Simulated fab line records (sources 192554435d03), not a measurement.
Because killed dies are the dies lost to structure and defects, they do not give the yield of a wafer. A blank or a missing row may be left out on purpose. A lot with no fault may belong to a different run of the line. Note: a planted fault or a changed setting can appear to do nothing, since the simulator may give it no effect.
Chamber matching + flow n5_finfet + N5_STI_FIN_REVEAL_ALD_00 on ald_sin-01: 4 sister chambers
The step deposits SiO2, target thk 1 nm, pulse time 1 s. 4 wafers are shown with their chamber, then 11 later ones without.

== WAFERS WITH THEIR CHAMBER ==
| wafer  | chamber | heater_power_w (W) |
|--------|---------|--------------------|
| L087.4 | 1       | 467                |
| L088.3 | 2       | 439                |
| L088.4 | 0       | 482                |
| L090.1 | 3       | 492                |

== WAFERS WITH NO CHAMBER GIVEN ==
| wafer  | heater_power_w (W) |
|--------|--------------------|
| L090.2 | 456                |
| L090.4 | 491                |
| L091.4 | 456                |
| L091.5 | 496                |
| L091.6 | 454                |
| L092.1 | 501                |
| L092.3 | 496                |
| L092.4 | 495                |
| L096.3 | 498                |
| L096.5 | 493                |
| L096.6 | 466                |

== WHICH CHAMBER EACH ONE RAN IN ==
| wafer  | from the rows above     | in truth |
|--------|-------------------------|----------|
| L090.2 | can't be placed: 1 or 2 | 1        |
| L090.4 | can't be placed: 3 or 0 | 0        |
| L091.4 | can't be placed: 1 or 2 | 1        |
| L091.5 | can't be placed: 3 or 0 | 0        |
| L091.6 | can't be placed: 1 or 2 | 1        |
| L092.1 | can't be placed: 3 or 0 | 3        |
| L092.3 | can't be placed: 3 or 0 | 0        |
| L092.4 | can't be placed: 3 or 0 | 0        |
| L096.3 | can't be placed: 3 or 0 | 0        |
| L096.5 | can't be placed: 3 or 0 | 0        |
| L096.6 | 1                       | 1        |
Correct placement for 1 of the 11. These rows do not allow placing 10 (true chamber among the candidates in 10). Placed wrongly: 0.
How it was worked out, from the rows above alone: a wafer's distance from a chamber is the root of the sum, over the readings, of the square of ((its reading less the chamber's mean) divided by the reading's scatter). If the next closest chamber is less than 2 further off than the closest, the wafer can't be placed; otherwise it belongs to the closest. A chamber's mean is the mean of its shown wafers. The scatter (one wafer shown for each chamber): square how far every hidden wafer sits from the nearest shown wafer, average those squares and take the square root.
